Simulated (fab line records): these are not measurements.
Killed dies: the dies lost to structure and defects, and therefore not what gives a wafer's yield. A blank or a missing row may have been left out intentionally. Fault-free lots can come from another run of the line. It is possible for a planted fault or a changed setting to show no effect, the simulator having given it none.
Which tool is to blame?    flow nand_harc    14 lots, 42 wafers sampled, at 4 steps of a route of 1302

== WHAT THE GAUGES READ, wafer by wafer ==
The record holds no reading of a measuring or inspecting step that can be judged against a usual standard deviation.

== EACH LOT AND THE TOOL THAT RAN IT (in order: tool; ch and the chambers of the sampled wafers; start) ==
lot   NHARC_A_STAIRCASE_ETCH_15                      NHARC_A_STAIRCASE_TRIM_16                      NHARC_A_STAIRCASE_TRIM_22           NHARC_A_STAIRCASE_TRIM_24
L616  rie_diel-07 ch 0,2, day 16 08:13 or earlier    rie_diel-07 ch 0,1,3, day 16 08:13 or earlier  rie_diel-07 ch 0,2,3, day 16 08:13  rie_diel-07 ch 0,2,3, no start
L618  rie_diel-06 ch 1,2,3, day 16 11:05 or earlier  rie_diel-06 ch 1,2, day 16 11:05 or earlier    rie_diel-07 ch 2,3, day 16 11:05    rie_diel-07 ch 0,2,3, no start
L622  rie_diel-11 ch 0,1, day 18 21:13 or earlier    rie_diel-11 ch 1,2,3, day 18 21:13 or earlier  rie_diel-07 ch 1,2,3, day 18 21:13  rie_diel-07 ch 1,3, no start
L621  rie_diel-06 ch 1,2,3, day 19 02:08 or earlier  rie_diel-06 ch 1,2, day 19 02:08 or earlier    rie_diel-07 ch 0,1,3, day 19 02:08  rie_diel-07 ch 0,1,2, no start
L623  rie_diel-11 ch 0,1,3, day 19 14:32 or earlier  rie_diel-11 ch 0,1, day 19 14:32 or earlier    rie_diel-11 ch 1,3, day 19 14:32    rie_diel-11 ch 0,1,3, no start
L625  rie_diel-06 ch 1,3, day 19 23:00 or earlier    rie_diel-06 ch 0,1,2, day 19 23:00 or earlier  rie_diel-07 ch 0,1,2, day 19 23:00  rie_diel-07 ch 1,2, no start
L629  rie_diel-07 ch 0,3, day 21 08:42 or earlier    rie_diel-07 ch 0,2, day 21 08:42 or earlier    rie_diel-11 ch 0,3, day 21 08:42    rie_diel-11 ch 1,2,3, no start
L631  rie_diel-07 ch 0,2,3, day 22 08:25 or earlier  rie_diel-07 ch 0,2,3, day 22 08:25 or earlier  rie_diel-06 ch 0,2,3, day 22 08:25  rie_diel-06 ch 0,1,3, no start
L634  rie_diel-11 ch 1,3, day 23 04:01 or earlier    rie_diel-11 ch 0,3, day 23 04:01 or earlier    rie_diel-06 ch 0,1,3, day 23 04:01  rie_diel-06 ch 0,1,2, no start
L633  rie_diel-07 ch 1,2,3, day 23 04:37 or earlier  rie_diel-07 ch 1,2,3, day 23 04:37 or earlier  rie_diel-07 ch 0,1,2, day 23 04:37  rie_diel-07 ch 0,1,3, no start
L632  rie_diel-11 ch 0,3, day 23 04:43 or earlier    rie_diel-11 ch 0,2,3, day 23 04:43 or earlier  rie_diel-06 ch 0,1,3, day 23 04:43  rie_diel-06 ch 2,3, no start
L635  rie_diel-07 ch 1,2,3, day 23 20:18 or earlier  rie_diel-07 ch 0,1,3, day 23 20:18 or earlier  rie_diel-06 ch 2,3, day 23 20:18    rie_diel-06 ch 1,2,3, no start
L637  rie_diel-07 ch 1,2,3, day 24 21:07 or earlier  rie_diel-07 ch 0,2,3, day 24 21:07 or earlier  rie_diel-07 ch 1,2,3, day 24 21:07  rie_diel-07 ch 0,1, no start
L638  rie_diel-06 ch 0,1,2, day 25 06:25 or earlier  rie_diel-06 ch 0,1,2, day 25 06:25 or earlier  rie_diel-07 ch 0,1,3, day 25 06:25  rie_diel-07 ch 0,2,3, no start
- NHARC_A_STAIRCASE_ETCH_15: etches the open film in C4F8/O2, target depth 100 nm, time 40.5 s.
- NHARC_A_STAIRCASE_TRIM_16: chemistry O2, time 211.2 s.
- NHARC_A_STAIRCASE_TRIM_22: chemistry O2, time 211.2 s.
- NHARC_A_STAIRCASE_TRIM_24: chemistry O2, time 211.2 s.

== AS READ BY THE TOOLS THEMSELVES (means over the sampled wafers that have a number; for cases with no such wafer, the mark the record gives instead) ==
NHARC_A_STAIRCASE_ETCH_15. Usual: oes_product_au 0.940 a.u., standard deviation 0.011; rf_vpp_V 896 V, standard deviation 5.6.
lot   tool         oes_product_au (a.u.)  rf_vpp_V (V)  flag
L616  rie_diel-07  0.928                  894           
L618  rie_diel-06  0.934                  895           
L622  rie_diel-11  0.945                  897           
L621  rie_diel-06  0.943                  895           
L623  rie_diel-11  0.931                  901           
L625  rie_diel-06  0.932                  895           
L629  rie_diel-07  0.930                  892           
L631  rie_diel-07  0.941                  895           
L634  rie_diel-11  0.956                  898           
L633  rie_diel-07  0.939                  893           
L632  rie_diel-11  0.925                  899           
L635  rie_diel-07  0.952                  894           
L637  rie_diel-07  0.949                  894           
L638  rie_diel-06  0.938                  894           

NHARC_A_STAIRCASE_TRIM_16. Usual: drypump_motor_current_A 5.9 A, standard deviation 0.42; oes_product_au 0.999 a.u., standard deviation 0.0096; rf_vpp_V 57.8 V, standard deviation 0.9; run_length_s 232.5 s, standard deviation 0.42; showerhead_plenum_p_Torr 3.54 Torr, standard deviation 0.16; throttle_valve_pct 17.036 %, standard deviation 0.009.
lot   tool         drypump_motor_current_A (A)  oes_product_au (a.u.)  rf_vpp_V (V)  run_length_s (s)  showerhead_plenum_p_Torr (Torr)  throttle_valve_pct (%)  flag
L616  rie_diel-07  6.2                          1.005                  57.5          232.4             3.38                             17.035                  
L618  rie_diel-06  5.8                          0.998                  58.3          232.4             3.50                             17.035                  
L622  rie_diel-11  5.8                          1.002                  57.4          232.3             3.50                             17.034                  
L621  rie_diel-06  5.4                          0.993                  57.9          233.0             3.50                             17.047                  
L623  rie_diel-11  6.2                          0.995                  58.5          232.5             3.78                             17.033                  
L625  rie_diel-06  5.7                          0.997                  57.0          232.4             3.51                             17.049                  
L629  rie_diel-07  5.9                          1.005                  58.5          232.7             3.59                             17.031                  
L631  rie_diel-07  5.8                          0.999                  56.6          232.7             3.49                             17.036                  
L634  rie_diel-11  6.0                          0.998                  57.9          232.2             3.53                             17.039                  
L633  rie_diel-07  6.0                          1.003                  58.0          232.5             3.47                             17.039                  
L632  rie_diel-11  5.9                          1.004                  57.2          232.5             3.64                             17.045                  
L635  rie_diel-07  6.2                          1.002                  57.6          232.6             3.35                             17.034                  
L637  rie_diel-07  5.8                          1.005                  58.1          232.3             3.48                             17.040                  
L638  rie_diel-06  5.8                          0.990                  57.9          232.9             3.49                             17.046                  

NHARC_A_STAIRCASE_TRIM_22. Usual: drypump_motor_current_A 5.9 A, standard deviation 0.43; oes_product_au 0.997 a.u., standard deviation 0.01; rf_vpp_V 57.7 V, standard deviation 1; run_length_s 232.5 s, standard deviation 0.41; showerhead_plenum_p_Torr 3.51 Torr, standard deviation 0.14; throttle_valve_pct 17.036 %, standard deviation 0.0092.
lot   tool         drypump_motor_current_A (A)  oes_product_au (a.u.)  rf_vpp_V (V)  run_length_s (s)  showerhead_plenum_p_Torr (Torr)  throttle_valve_pct (%)  flag
L616  rie_diel-07  5.9                          1.001                  57.0          232.4             3.52                             17.041                  
L618  rie_diel-07  5.6                          1.001                  57.1          232.4             3.54                             17.040                  
L622  rie_diel-07  6.0                          1.006                  58.2          232.4             3.49                             17.027                  
L621  rie_diel-07  6.2                          0.996                  56.1          252.7             3.37                             17.039                  OFF
L623  rie_diel-11  6.0                          1.009                  57.8          232.0             3.69                             17.043                  
L625  rie_diel-07  6.2                          0.995                  58.4          252.9             3.46                             17.029                  OFF
L629  rie_diel-11  6.0                          1.000                  58.3          232.4             3.53                             17.029                  
L631  rie_diel-06  5.7                          0.994                  57.4          232.6             3.52                             17.031                  
L634  rie_diel-06  6.1                          0.989                  56.4          232.3             3.50                             17.044                  
L633  rie_diel-07  6.2                          1.006                  58.0          232.6             3.45                             17.045                  
L632  rie_diel-06  6.1                          0.990                  57.5          232.5             3.50                             17.041                  
L635  rie_diel-06  5.7                          0.996                  57.9          233.0             3.49                             17.028                  
L637  rie_diel-07  6.0                          1.003                  57.6          232.4             3.47                             17.028                  
L638  rie_diel-07  6.2                          0.997                  57.0          232.5             3.34                             17.041                  

NHARC_A_STAIRCASE_TRIM_24. Usual: drypump_motor_current_A 5.9 A, standard deviation 0.44; oes_product_au 0.999 a.u., standard deviation 0.0089; rf_vpp_V 57.7 V, standard deviation 0.87; run_length_s 232.6 s, standard deviation 0.42; showerhead_plenum_p_Torr 3.52 Torr, standard deviation 0.15; throttle_valve_pct 17.036 %, standard deviation 0.0083.
lot   tool         drypump_motor_current_A (A)  oes_product_au (a.u.)  rf_vpp_V (V)  run_length_s (s)  showerhead_plenum_p_Torr (Torr)  throttle_valve_pct (%)  flag
L616  rie_diel-07  5.9                          1.006                  58.3          232.5             3.52                             17.031                  
L618  rie_diel-07  5.8                          1.000                  57.4          232.2             3.52                             17.034                  
L622  rie_diel-07  6.0                          1.002                  57.5          232.4             3.40                             17.039                  
L621  rie_diel-07  6.2                          0.999                  58.0          232.7             3.47                             17.032                  
L623  rie_diel-11  6.1                          0.995                  59.1          232.4             3.66                             17.034                  
L625  rie_diel-07  6.0                          1.002                  57.1          232.7             3.58                             17.028                  
L629  rie_diel-11  5.8                          1.006                  57.6          232.6             3.67                             17.035                  
L631  rie_diel-06  6.1                          0.998                  57.1          232.6             3.50                             17.030                  
L634  rie_diel-06  5.8                          0.989                  58.1          232.4             3.50                             17.034                  
L633  rie_diel-07  6.2                          1.005                  56.4          232.5             3.35                             17.044                  
L632  rie_diel-06  5.7                          0.993                  57.4          232.7             3.49                             17.039                  
L635  rie_diel-06  5.7                          0.996                  57.2          232.8             3.48                             17.035                  
L637  rie_diel-07  6.5                          1.009                  57.3          232.6             3.30                             17.034                  
L638  rie_diel-07  5.9                          1.001                  57.3          232.7             3.48                             17.035                  

== THE ANSWER, worked out from the rows above alone ==
Rule: a lot counts as off when the mean over its wafers that have a number is more than 3 standard deviations away from the usual mean. A lot without any number at a reading at which 4 lots or more have one is off too. Where the step has rows for the other lots, those lots are counted as sound. First the gauges in route order, then the tools' own readings, where a lot's mean is used as printed above. At the first step where some lot is off, the reading lying furthest off is the one used; lots without a number count as furthest.
Off: L621, L625 (NHARC_A_STAIRCASE_TRIM_22, run_length_s).
A tool fits if, at that step or a process step before it, it ran every lot that is off, and no sound lot after the first of them. With no start given for some of its lots, NHARC_A_STAIRCASE_ETCH_15 uses the hours and lot order of NHARC_A_STAIRCASE_TRIM_22. With no start given for some of its lots, NHARC_A_STAIRCASE_TRIM_16 uses the hours and lot order of NHARC_A_STAIRCASE_TRIM_22. Of those tried, none fits.

== WHAT HAD BEEN PUT IN BY THE SIMULATOR ==
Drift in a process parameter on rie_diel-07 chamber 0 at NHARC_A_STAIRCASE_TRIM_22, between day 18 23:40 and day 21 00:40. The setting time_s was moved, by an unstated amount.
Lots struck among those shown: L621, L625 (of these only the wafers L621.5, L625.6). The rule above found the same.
